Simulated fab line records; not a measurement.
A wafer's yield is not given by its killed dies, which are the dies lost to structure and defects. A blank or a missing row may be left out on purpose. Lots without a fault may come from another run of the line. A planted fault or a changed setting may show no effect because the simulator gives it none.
Which tool is to blame? :: flow nand_harc :: 36 wafers from 12 lots sampled at 5 of the route's 1302 steps

== WHAT THE GAUGES READ, wafer by wafer ==
NHARC_A_SIN_REMOVE_INSPECT_04.
lot: L495
measured: day 20 17:06
on: defect_inspect-02
raw_defect_count: 330 317 333

lot: L494
measured: day 20 19:43
on: defect_inspect-01
raw_defect_count: 300 434 336

lot: L497
measured: day 21 15:29
on: defect_inspect-01
raw_defect_count: 358 300 355

lot: L498
measured: day 22 14:44
on: defect_inspect-01
raw_defect_count: 413 356 364

lot: L502
measured: day 24 00:03
on: defect_inspect-02
raw_defect_count: 478 463 401

lot: L500
measured: day 24 13:35
on: defect_inspect-01
raw_defect_count: 255 201 283

lot: L504
measured: day 24 21:41
on: defect_inspect-01
raw_defect_count: 298 318 278

lot: L503
measured: day 25 01:27
on: defect_inspect-02
raw_defect_count: 330 301 248

lot: L505
measured: day 25 13:50
on: defect_inspect-02
raw_defect_count: 437 442 430

lot: L508
measured: day 27 07:13
on: defect_inspect-01
raw_defect_count: 416 464 426

lot: L513
measured: day 29 02:17
on: defect_inspect-01
raw_defect_count: 516 293 319

lot: L515
measured: day 29 18:07
on: defect_inspect-01
raw_defect_count: 439 432 388

NHARC_END_SORT_01.
lot: L505
measured: day 29 21:58
on: prober-02
killed_at_array: 83 68
killed_at_other: 1 3
killed_at_periphery: 8 7
killed_dies: 92 78
killed_open: 6 5
killed_short: 5 3

== WHAT TOOL EACH LOT RAN ON (gives the tool, then ch and the chambers of the sampled wafers, and finally the start) ==
lot: L495
NHARC_A_SLIT_DESCUM_14: rie_diel-06 ch 0,2,3, day 20 02:06
NHARC_A_SLIT_ETCH_15: rie_diel-06 ch 1,3, day 20 17:06 or earlier
NHARC_A_WL_FILL_ETCHBACK_05: rie_metal-03 ch 0,1, day 20 18:45

lot: L494
NHARC_A_SLIT_DESCUM_14: rie_diel-01 ch 0,1,2, day 20 03:32
NHARC_A_SLIT_ETCH_15: rie_diel-01 ch 0,2, day 20 19:43 or earlier
NHARC_A_WL_FILL_ETCHBACK_05: rie_metal-02 ch 0, day 20 21:19

lot: L497
NHARC_A_SLIT_DESCUM_14: rie_diel-01 ch 1,2, day 20 22:51
NHARC_A_SLIT_ETCH_15: rie_diel-01 ch 0,3, day 21 15:29 or earlier
NHARC_A_WL_FILL_ETCHBACK_05: rie_metal-02 ch 0,1, day 21 18:31

lot: L498
NHARC_A_SLIT_DESCUM_14: rie_diel-12 ch 0,1,3, day 22 01:42
NHARC_A_SLIT_ETCH_15: rie_diel-12 ch 2,3, day 22 14:44 or earlier
NHARC_A_WL_FILL_ETCHBACK_05: rie_metal-02 ch 0,1, day 22 16:20

lot: L502
NHARC_A_SLIT_DESCUM_14: rie_diel-12 ch 0,1,3, day 23 11:12
NHARC_A_SLIT_ETCH_15: rie_diel-12 ch 0,1,3, day 24 00:03 or earlier
NHARC_A_WL_FILL_ETCHBACK_05: rie_metal-02 ch 0,1, day 24 01:40

lot: L500
NHARC_A_SLIT_DESCUM_14: rie_diel-06 ch 0,1,3, day 23 23:46
NHARC_A_SLIT_ETCH_15: rie_diel-06 ch 0,3, day 24 13:35 or earlier
NHARC_A_WL_FILL_ETCHBACK_05: rie_metal-01 ch 0,1, day 24 15:11

lot: L504
NHARC_A_SLIT_DESCUM_14: rie_diel-01 ch 1,2,3, day 24 03:28
NHARC_A_SLIT_ETCH_15: rie_diel-01 ch 0,3, day 24 21:41 or earlier
NHARC_A_WL_FILL_ETCHBACK_05: rie_metal-03 ch 0,1, day 24 23:19

lot: L503
NHARC_A_SLIT_DESCUM_14: rie_diel-06 ch 0,1,2, day 24 12:11
NHARC_A_SLIT_ETCH_15: rie_diel-06 ch 2,3, day 25 01:27 or earlier
NHARC_A_WL_FILL_ETCHBACK_05: rie_metal-02 ch 0,1, day 25 03:02

lot: L505
NHARC_A_SLIT_DESCUM_14: rie_diel-01 ch 1,2,3, day 25 00:46
NHARC_A_SLIT_ETCH_15: rie_diel-01 ch 0,1,3, day 25 13:50 or earlier
NHARC_A_WL_FILL_ETCHBACK_05: rie_metal-01 ch 0,1, day 25 15:26

lot: L508
NHARC_A_SLIT_DESCUM_14: rie_diel-12 ch 1,3, day 26 18:13
NHARC_A_SLIT_ETCH_15: rie_diel-12 ch 1,3, day 27 07:13 or earlier
NHARC_A_WL_FILL_ETCHBACK_05: rie_metal-01 ch 1, day 27 08:53

lot: L513
NHARC_A_SLIT_DESCUM_14: rie_diel-06 ch 1,2,3, day 28 13:01
NHARC_A_SLIT_ETCH_15: rie_diel-06 ch 0,2,3, day 29 02:17 or earlier
NHARC_A_WL_FILL_ETCHBACK_05: rie_metal-01 ch 0,1, day 29 03:58

lot: L515
NHARC_A_SLIT_DESCUM_14: rie_diel-12 ch 0,2,3, day 29 05:16
NHARC_A_SLIT_ETCH_15: rie_diel-12 ch 0,2,3, day 29 18:07 or earlier
NHARC_A_WL_FILL_ETCHBACK_05: rie_metal-01 ch 0,1, day 29 19:45
- NHARC_A_SLIT_DESCUM_14: chemistry O2, time 3 s.
- NHARC_A_SLIT_ETCH_15: etches the open film in O2/COS, target depth 6200 nm, time 1612 s.
- NHARC_A_WL_FILL_ETCHBACK_05: etches the open film in Cl2/BCl3, target depth 22 nm, time 60 s.

== WHAT THE TOOLS THEMSELVES READ (means of the sampled wafers that have a number; where no wafer has one, the mark that the record gives instead) ==
NHARC_A_SLIT_DESCUM_14.
lot: L495
tool: rie_diel-06
drypump_motor_current_A (A): 5.7
oes_product_au (a.u.): 1.004
rf_vpp_V (V): 57.2
showerhead_plenum_p_Torr (Torr): 1.80
throttle_valve_pct (%): 11.308

lot: L494
tool: rie_diel-01
drypump_motor_current_A (A): 6.1
oes_product_au (a.u.): 0.997
rf_vpp_V (V): 57.0
showerhead_plenum_p_Torr (Torr): 1.80
throttle_valve_pct (%): 11.314

lot: L497
tool: rie_diel-01
drypump_motor_current_A (A): 6.2
oes_product_au (a.u.): 0.998
rf_vpp_V (V): 57.9
showerhead_plenum_p_Torr (Torr): 1.78
throttle_valve_pct (%): 11.314

lot: L498
tool: rie_diel-12
drypump_motor_current_A (A): 6.1
oes_product_au (a.u.): 1.000
rf_vpp_V (V): 58.5
showerhead_plenum_p_Torr (Torr): 1.96
throttle_valve_pct (%): 11.314

lot: L502
tool: rie_diel-12
drypump_motor_current_A (A): 6.2
oes_product_au (a.u.): 1.006
rf_vpp_V (V): 58.4
showerhead_plenum_p_Torr (Torr): 1.96
throttle_valve_pct (%): 11.316

lot: L500
tool: rie_diel-06
drypump_motor_current_A (A): 5.7
oes_product_au (a.u.): 1.013
rf_vpp_V (V): 57.3
showerhead_plenum_p_Torr (Torr): 1.79
throttle_valve_pct (%): 11.299

lot: L504
tool: rie_diel-01
drypump_motor_current_A (A): 6.0
oes_product_au (a.u.): 1.006
rf_vpp_V (V): 56.9
showerhead_plenum_p_Torr (Torr): 1.87
throttle_valve_pct (%): 11.318

lot: L503
tool: rie_diel-06
drypump_motor_current_A (A): 5.8
oes_product_au (a.u.): 1.002
rf_vpp_V (V): 57.4
showerhead_plenum_p_Torr (Torr): 1.80
throttle_valve_pct (%): 11.319

lot: L505
tool: rie_diel-01
drypump_motor_current_A (A): 6.1
oes_product_au (a.u.): 1.001
rf_vpp_V (V): 58.1
showerhead_plenum_p_Torr (Torr): 1.87
throttle_valve_pct (%): 11.309

lot: L508
tool: rie_diel-12
drypump_motor_current_A (A): 6.1
oes_product_au (a.u.): 0.992
rf_vpp_V (V): 58.1
showerhead_plenum_p_Torr (Torr): 1.92
throttle_valve_pct (%): 11.319

lot: L513
tool: rie_diel-06
drypump_motor_current_A (A): 5.7
oes_product_au (a.u.): 1.001
rf_vpp_V (V): 57.4
showerhead_plenum_p_Torr (Torr): 1.79
throttle_valve_pct (%): 11.317

lot: L515
tool: rie_diel-12
drypump_motor_current_A (A): 6.3
oes_product_au (a.u.): 1.005
rf_vpp_V (V): 57.7
showerhead_plenum_p_Torr (Torr): 1.95
throttle_valve_pct (%): 11.310

NHARC_A_SLIT_ETCH_15.
lot: L495
tool: rie_diel-06
drypump_motor_current_A (A): 5.6
oes_product_au (a.u.): 0.990
rf_vpp_V (V): 310.5
showerhead_plenum_p_Torr (Torr): 2.93
throttle_valve_pct (%): 28.337

lot: L494
tool: rie_diel-01
drypump_motor_current_A (A): 5.8
oes_product_au (a.u.): 1.006
rf_vpp_V (V): 310.7
showerhead_plenum_p_Torr (Torr): 2.96
throttle_valve_pct (%): 28.328

lot: L497
tool: rie_diel-01
drypump_motor_current_A (A): 5.7
oes_product_au (a.u.): 0.999
rf_vpp_V (V): 313.6
showerhead_plenum_p_Torr (Torr): 3.09
throttle_valve_pct (%): 28.325

lot: L498
tool: rie_diel-12
drypump_motor_current_A (A): 6.5
oes_product_au (a.u.): 1.012
rf_vpp_V (V): 313.7
showerhead_plenum_p_Torr (Torr): 3.08
throttle_valve_pct (%): 28.332

lot: L502
tool: rie_diel-12
drypump_motor_current_A (A): 6.1
oes_product_au (a.u.): 1.002
rf_vpp_V (V): 315.6
showerhead_plenum_p_Torr (Torr): 3.20
throttle_valve_pct (%): 28.346

lot: L500
tool: rie_diel-06
drypump_motor_current_A (A): 5.6
oes_product_au (a.u.): 1.012
rf_vpp_V (V): 311.9
showerhead_plenum_p_Torr (Torr): 2.94
throttle_valve_pct (%): 28.334

lot: L504
tool: rie_diel-01
drypump_motor_current_A (A): 5.7
oes_product_au (a.u.): 1.000
rf_vpp_V (V): 315.6
showerhead_plenum_p_Torr (Torr): 3.19
throttle_valve_pct (%): 28.334

lot: L503
tool: rie_diel-06
drypump_motor_current_A (A): 5.6
oes_product_au (a.u.): 1.004
rf_vpp_V (V): 311.2
showerhead_plenum_p_Torr (Torr): 2.95
throttle_valve_pct (%): 28.330

lot: L505
tool: rie_diel-01
drypump_motor_current_A (A): 6.0
oes_product_au (a.u.): 1.002
rf_vpp_V (V): 313.3
showerhead_plenum_p_Torr (Torr): 3.07
throttle_valve_pct (%): 28.331

lot: L508
tool: rie_diel-12
drypump_motor_current_A (A): 6.3
oes_product_au (a.u.): 0.992
rf_vpp_V (V): 314.6
showerhead_plenum_p_Torr (Torr): 3.18
throttle_valve_pct (%): 28.328

lot: L513
tool: rie_diel-06
drypump_motor_current_A (A): 5.7
oes_product_au (a.u.): 1.015
rf_vpp_V (V): 311.6
showerhead_plenum_p_Torr (Torr): 2.95
throttle_valve_pct (%): 28.329

lot: L515
tool: rie_diel-12
drypump_motor_current_A (A): 6.3
oes_product_au (a.u.): 1.009
rf_vpp_V (V): 315.0
showerhead_plenum_p_Torr (Torr): 3.17
throttle_valve_pct (%): 28.330

NHARC_A_WL_FILL_ETCHBACK_05.
lot: L495
tool: rie_metal-03
drypump_motor_current_A (A): 5.74
oes_product_au (a.u.): 0.989
run_length_s (s): 81.5

lot: L494
tool: rie_metal-02
drypump_motor_current_A (A): 5.10
oes_product_au (a.u.): 1.004
run_length_s (s): 81.7

lot: L497
tool: rie_metal-02
drypump_motor_current_A (A): 5.53
oes_product_au (a.u.): 0.995
run_length_s (s): 81.4

lot: L498
tool: rie_metal-02
drypump_motor_current_A (A): 5.33
oes_product_au (a.u.): 1.006
run_length_s (s): 81.6

lot: L502
tool: rie_metal-02
drypump_motor_current_A (A): 5.31
oes_product_au (a.u.): 1.003
run_length_s (s): 81.7

lot: L500
tool: rie_metal-01
drypump_motor_current_A (A): 5.94
oes_product_au (a.u.): 0.997
run_length_s (s): 81.7

lot: L504
tool: rie_metal-03
drypump_motor_current_A (A): 5.70
oes_product_au (a.u.): 0.998
run_length_s (s): 81.2

lot: L503
tool: rie_metal-02
drypump_motor_current_A (A): 5.51
oes_product_au (a.u.): 1.004
run_length_s (s): 81.5

lot: L505
tool: rie_metal-01
drypump_motor_current_A (A): 5.93
oes_product_au (a.u.): 1.009
run_length_s (s): 81.2

lot: L508
tool: rie_metal-01
drypump_motor_current_A (A): 5.77
oes_product_au (a.u.): 0.994
run_length_s (s): 81.3

lot: L513
tool: rie_metal-01
drypump_motor_current_A (A): 5.94
oes_product_au (a.u.): 1.002
run_length_s (s): 82.3

lot: L515
tool: rie_metal-01
drypump_motor_current_A (A): 5.85
oes_product_au (a.u.): 0.999
run_length_s (s): 83.1

== THE ANSWER, worked out from the rows above alone ==
Rule: the usual values come from the lots themselves. The widest of any qualifying gaps counts: lots, ordered by their means at a reading, are off when they make up no more than a third of the lots, leave a main group of 4 or more, and stand apart from it by 3 or more times the standard deviation of that group's means. Not used: any main group whose means are identical at the precision the tables above print for the reading. Also off: a lot with no number at a reading for which 4 or more lots have one. All remaining lots with rows at the step are treated as sound. The gauges are gone through in route order, then the tools' own readings, and for those a lot's mean is taken as printed above. At the first step where some lot is off, the reading lying furthest off is the one used; lots without a number count as furthest.
Off: L513, L515 (NHARC_A_WL_FILL_ETCHBACK_05, run_length_s). The main group has a mean of 81.5 s with a standard deviation of 0.19.
If a tool, at that step or one of the process steps before it, ran each lot that is off and ran no sound lot following the first of them, it fits. With no start given for some of its lots, NHARC_A_SLIT_ETCH_15 uses the hours and lot order of NHARC_A_SIN_REMOVE_INSPECT_04. One fits: rie_metal-01 at NHARC_A_WL_FILL_ETCHBACK_05. A fault onset in the window from L508 (day 27 08:53, its last sound lot) to L513 (day 29 03:58, its first lot off) fits.
The tool's own readings at NHARC_A_WL_FILL_ETCHBACK_05 bear it out: on the lots that are off they differ by more than 5 times the standard deviation of the sound lots' means. run_length_s reads 82.7 s there against 81.5 s on the sound lots.

== WHAT THE SIMULATOR PUT IN ==
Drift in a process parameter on rie_metal-01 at NHARC_A_WL_FILL_ETCHBACK_05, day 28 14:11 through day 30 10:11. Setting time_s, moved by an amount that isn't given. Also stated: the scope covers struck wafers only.
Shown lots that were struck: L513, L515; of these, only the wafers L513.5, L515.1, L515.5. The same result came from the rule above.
